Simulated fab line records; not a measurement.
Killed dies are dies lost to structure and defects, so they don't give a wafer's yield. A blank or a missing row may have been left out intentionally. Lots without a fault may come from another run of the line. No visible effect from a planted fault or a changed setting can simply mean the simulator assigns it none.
fab line records    flow n5_finfet    part 2 of 2: steps 17 to 22 of 22
[record] lots = 5  wafers = 15  last_day = 17
route steps=1938 shown DUMMY_GATE@229
lots untouched by any fault: they come from a run of this same line in which no faults occurred
start_h: hours from the record's opening day to when the first of the lot's shown wafers began    wait_h: hours elapsed since this lot's preceding step    " as in the row above    L1.1+2: several wafers, shown together as one row    - no value, or no start given    * or withheld: withheld    < > ~ a bound
route shown NAME@n: names a module that has steps shown in the file, with the first one's number in the route    usual: the fault-free wafers' mean and standard deviation    same: alike in all rows    chamber/n: place in a boat    sites: the reading at each site    _std_site: the values' standard deviation    _edge_site: outer sites' mean less inner sites'    radius_mm: for every site, how far away it sits from the centre of the wafer    mask NAME#n: copy n    behind: the tool/chamber that last shaped the wafer    hold: why the lot went on hold/how many hours it stayed there/how the hold came to an end    device: names the non-switching transistor (n, p or np)    end of line: tests of these same wafers at the route's end    a step without rows: its recipe alone    killed: at the first sort, the dies lost to defects and structure; wafer yield is something else    map: shows each die of a wafer: x if killed, . if not, _ if none is there
set.NAME: the run value of the setting; set.NAME@STEP: its run value at that earlier step    model.NAME: the simulator's own value behind a step, which no gauge read
lots seen at some steps along the route; tables by step, rows by wafer
services: a tool's chamber out of use, with start hour (start_h, from the record's first day; less than 0 if before it), hours out, and reason
[[steps]]
[step N5_DUMMY_GATE_HM_OPEN_21]
[recipe] chemistry = CH3F/O2  target = SiNx  target_depth_a = 1200  Ar_flow_sccm = 150  CH3F_flow_sccm = 30  O2_flow_sccm = 23  time_s = 171.4  pressure_mtorr = 30  source_w = 395  bias_w = 73  ion_energy_ev = 120.7
[usual] bias_w = 72.98/0.23  drypump_motor_current_A = 5.8/0.54  oes_f_703_au = 0.74/0.041  oes_product_au = 0.73/0.04  rf_vpp_V = 300/3.5  showerhead_plenum_p_Torr = 2.00/0.047  throttle_valve_pct = 16.62/0.19
lot.wafer  tool         chamber  start_h  wait_h  bias_w  drypump_motor_current_A  oes_f_703_au  oes_product_au  rf_hours_counter_h  rf_vpp_V  showerhead_plenum_p_Torr  throttle_valve_pct
L076.2     rie_diel-02  1        61.82    0.0     73.06   5.9                      0.71          0.70            228                 297       1.92                      16.46
L076.4     "            2        "        "       73.01   5.6                      0.78          0.79            99                  305       2.04                      16.19
L076.6     "            0        "        "       73.05   6.0                      0.73          0.73            -                   298       2.01                      16.81
L078.2     rie_diel-04  3        72.87    0.0     73.07   5.6                      0.73          0.72            210                 298       1.92                      16.83
L078.3     "            0        "        "       73.04   6.1                      0.75          0.74            148                 297       2.03                      16.62
L078.6     "            2        "        "       72.66   5.5                      0.79          0.78            -                   303       2.11                      16.46
L080.3     rie_diel-05  3        85.55    0.0     72.54   5.6                      0.72          0.73            172                 303       2.01                      16.92
L080.4     "            2        "        "       73.11   5.5                      0.72          0.70            214                 296       2.00                      16.42
L080.6     "            1        "        "       72.72   6.7                      0.72          0.73            -                   302       2.01                      16.66
L088.4     rie_diel-04  1        130.73   0.0     72.90   6.6                      0.79          0.77            145                 294       1.94                      16.57
L088.5     "            0        "        "       73.17   6.1                      0.73          0.73            -                   299       2.02                      16.64
L088.6     "            1        "        "       72.95   6.6                      0.79          0.78            -                   294       1.94                      16.58
L096.2     rie_diel-05  1        180.27   0.0     72.80   6.7                      0.71          0.71            207                 305       2.00                      16.70
L096.4     "            3        "        "       72.88   5.6                      0.70          0.71            199                 303       2.00                      16.95
L096.6     "            2        "        "       72.58   5.5                      0.70          0.69            -                   296       1.99                      16.48
[step N5_DUMMY_GATE_ETCH_32]
[recipe] chemistry = CF4  target = SiO2  target_depth_a = 35  time_s = 3.9  ion_energy_ev = 350  pressure_mtorr = 10  icp_w = 800  bias_w = 400  cf4_flow_sccm = 80
[usual] bias_w = 399.8/1.1  drypump_motor_current_A = 5.7/0.37  oes_product_au = 0.990/0.013  throttle_valve_pct = 21.79/0.16
lot.wafer  tool       chamber  start_h  wait_h  bias_w  drypump_motor_current_A  oes_product_au  rf_hours_counter_h  throttle_valve_pct
L076.2     rie_si-04  1        61.98    0.1     401.0   5.5                      1.005           142                 21.85
L076.4     "          3        "        "       400.4   6.5                      0.996           109                 21.59
L076.6     "          0        "        "       399.0   5.6                      0.986           -                   21.76
L078.2     rie_si-04  2        73.03    0.1     398.9   5.7                      0.979           54                  21.77
L078.3     "          3        "        "       401.1   6.4                      0.999           109                 21.58
L078.6     "          3        "        "       401.8   6.4                      0.999           -                   21.59
L080.3     rie_si-04  3        85.72    0.1     399.6   6.5                      1.005           110                 21.57
L080.4     "          0        "        "       399.4   5.6                      0.994           136                 21.76
L080.6     "          3        "        "       399.1   6.4                      1.000           -                   21.59
L088.4     rie_si-06  2        130.89   0.1     400.8   5.2                      0.981           152                 21.98
L088.5     "          0        "        "       400.3   5.4                      0.976           -                   21.55
L088.6     "          1        "        "       400.2   6.0                      0.983           -                   21.60
L096.2     rie_si-06  0        180.43   0.1     400.1   5.5                      0.978           143                 21.54
L096.4     "          3        "        "       400.2   5.6                      1.001           121                 21.92
L096.6     "          2        "        "       400.1   5.1                      1.002           -                   21.98
[step N5_DUMMY_GATE_ETCH_23]
[recipe] chemistry = HBr/Cl2/O2  HBr_flow_sccm = 150  Cl2_flow_sccm = 80  O2_flow_sccm = 12  bias_w = 102  target_depth_a = 410  time_s = 22.3  target = poly-Si  mask_material = SiO2  pressure_mtorr = 10  icp_w = 800
[usual] bias_w = 101.97/0.28  drypump_motor_current_A = 5.7/0.37  oes_product_au = 0.992/0.013  throttle_valve_pct = 37.25/0.24
lot.wafer  tool       chamber  start_h  wait_h  bias_w  drypump_motor_current_A  oes_product_au  rf_hours_counter_h  throttle_valve_pct
L076.2     rie_si-04  1        62.01    0.0     101.75  5.5                      1.015           142                 37.35
L076.4     "          3        "        "       102.35  6.5                      0.997           109                 36.99
L076.6     "          0        "        "       102.19  5.6                      0.975           -                   37.10
L078.2     rie_si-04  2        73.07    0.0     101.62  5.7                      0.970           54                  37.31
L078.3     "          3        "        "       101.58  6.5                      0.978           109                 36.99
L078.6     "          3        "        "       101.68  6.4                      0.985           -                   36.97
L080.3     rie_si-04  3        85.75    0.0     101.78  6.5                      1.005           110                 36.98
L080.4     "          0        "        "       101.70  5.6                      0.987           136                 37.10
L080.6     "          3        "        "       101.78  6.5                      1.000           -                   36.98
L088.4     rie_si-06  2        130.92   0.0     101.83  5.2                      0.974           152                 37.45
L088.5     "          0        "        "       102.31  5.5                      0.975           -                   36.85
L088.6     "          1        "        "       101.59  6.0                      0.970           -                   36.98
L096.2     rie_si-06  0        180.46   0.0     102.26  5.5                      0.982           143                 36.86
L096.4     "          3        "        "       102.04  5.5                      0.990           121                 37.48
L096.6     "          2        "        "       102.44  5.1                      1.003           -                   37.46
[step N5_DUMMY_GATE_ETCH_44]
[recipe] chemistry = HBr/O2  over_etch_frac = 0.7  target_depth_a = 1275  stop_on = SiO2  ion_energy_ev = 60  bias_w = 20  target = poly-Si  mask_material = SiO2  pressure_mtorr = 20  icp_w = 400  HBr_flow_sccm = 120  O2_flow_sccm = 10
[usual] bias_w = 20.00/0.062  drypump_motor_current_A = 5.7/0.37  oes_product_au = 0.724/0.01  throttle_valve_pct = 18.51/0.16
lot.wafer  tool       chamber  start_h  wait_h  bias_w  drypump_motor_current_A  oes_product_au  rf_hours_counter_h  throttle_valve_pct
L076.2     rie_si-04  1        62.07    0.0     19.93   5.5                      0.732           142                 18.57
L076.4     "          3        "        "       19.99   6.5                      0.731           109                 18.37
L076.6     "          0        "        "       20.02   5.6                      0.724           -                   18.42
L078.2     rie_si-04  2        73.12    0.0     20.03   5.7                      0.710           54                  18.44
L078.3     "          3        "        "       19.91   6.5                      0.727           109                 18.36
L078.6     "          3        "        "       19.90   6.4                      0.734           -                   18.38
L080.3     rie_si-04  3        85.80    0.0     19.93   6.4                      0.720           110                 18.38
L080.4     "          0        "        "       19.97   5.6                      0.709           136                 18.41
L080.6     "          3        "        "       19.96   6.5                      0.724           -                   18.37
L088.4     rie_si-06  2        130.98   0.0     20.01   5.1                      0.711           152                 18.77
L088.5     "          0        "        "       19.94   5.5                      0.711           -                   18.28
L088.6     "          1        "        "       20.04   6.0                      0.720           -                   18.27
L096.2     rie_si-06  0        180.52   0.0     20.03   5.4                      0.725           143                 18.30
L096.4     "          3        "        "       20.15   5.5                      0.735           121                 18.75
L096.6     "          2        "        "       20.05   5.2                      0.716           -                   18.75
[step N5_DUMMY_GATE_CD_MEAS_24]
[recipe] target_cd_nm = 15
[usual] cd_nm = 15.02/0.3
lot.wafer  tool       chamber  start_h  wait_h  cd_nm
L076.2     cd_sem-02  -        62.18    0.1     15.42
L076.4     "          -        "        "       15.08
L076.6     "          -        "        "       14.88
L078.2     cd_sem-01  -        73.24    0.1     15.05
L078.3     "          -        "        "       14.57
L078.6     "          -        "        "       15.10
L080.3     cd_sem-02  -        85.92    0.1     15.52
L080.4     "          -        "        "       14.79
L080.6     "          -        "        "       14.97
L088.4     cd_sem-02  -        131.10   0.1     14.96
L088.5     "          -        "        "       15.02
L088.6     "          -        "        "       14.99
L096.2     cd_sem-02  -        180.63   0.1     14.78
L096.4     "          -        "        "       14.88
L096.6     "          -        "        "       15.09
[step N5_DUMMY_GATE_ETCH_42]
[recipe] chemistry = CHF3/O2  target = SiO2  target_depth_a = 35  time_s = 31  ion_energy_ev = 30  bias_w = 12  pressure_mtorr = 30  source_w = 600  Ar_flow_sccm = 200  CHF3_flow_sccm = 50  O2_flow_sccm = 5
[usual] bias_w = 12.00/0.037  drypump_motor_current_A = 5.8/0.51  oes_f_703_au = 0.74/0.036  oes_product_au = 0.74/0.032  rf_vpp_V = 42.5/0.91  showerhead_plenum_p_Torr = 2.39/0.057  throttle_valve_pct = 18.92/0.21
lot.wafer  tool         chamber  start_h  wait_h  bias_w  drypump_motor_current_A  oes_f_703_au  oes_product_au  rf_hours_counter_h  rf_vpp_V  showerhead_plenum_p_Torr  throttle_valve_pct
L076.2     rie_diel-04  0        62.25    0.1     11.94   6.1                      0.75          0.75            146                 42.2      2.42                      18.91
L076.4     "            3        "        "       12.06   5.7                      0.73          0.72            208                 43.6      2.30                      19.17
L076.6     "            1        "        "       11.90   6.5                      0.81          0.80            -                   41.7      2.32                      18.84
L078.2     rie_diel-04  2        73.28    0.0     11.94   5.5                      0.79          0.79            136                 42.1      2.51                      18.78
L078.3     "            0        "        "       11.96   6.1                      0.74          0.75            149                 42.1      2.42                      18.93
L078.6     "            3        "        "       12.03   5.7                      0.72          0.71            -                   43.7      2.29                      19.15
L080.3     rie_diel-05  0        85.96    0.0     12.00   5.4                      0.71          0.72            185                 43.2      2.39                      18.89
L080.4     "            2        "        "       12.02   5.5                      0.73          0.71            214                 40.1      2.38                      18.71
L080.6     "            3        "        "       11.97   5.6                      0.73          0.74            -                   43.2      2.40                      19.23
L088.4     rie_diel-05  0        131.14   0.0     12.05   5.4                      0.70          0.69            201                 43.4      2.39                      18.91
L088.5     "            1        "        "       12.04   6.7                      0.72          0.71            -                   43.2      2.39                      19.00
L088.6     "            0        "        "       12.04   5.4                      0.69          0.70            -                   42.6      2.39                      18.90
L096.2     rie_diel-05  1        180.76   0.1     12.04   6.7                      0.70          0.71            207                 42.3      2.38                      19.03
L096.4     "            3        "        "       12.03   5.6                      0.71          0.71            199                 43.8      2.39                      19.30
L096.6     "            0        "        "       11.94   5.4                      0.68          0.69            -                   43.8      2.38                      18.93
[[services]]
tool            chamber  start_h  hours  kind
rie_si-06       -        40.69    0.7    repair
rie_diel-02     3        86.41    11.3   repair
rie_diel-04     3        97.35    10.8   repair
rie_diel-04     -        100.48   4.0    repair
rie_diel-02     1        137.73   -      clean
rie_diel-02     1        137.73   -      consumable_replace:focus_ring
rie_diel-02     1        137.73   -      consumable_replace:showerhead
rie_diel-02     -        139.51   0.9    repair
rie_si-04       3        148.11   34.1   repair
rie_si-04       1        171.52   1.6    repair
litho_track-02  -        177.37   -      consumable_replace:filter
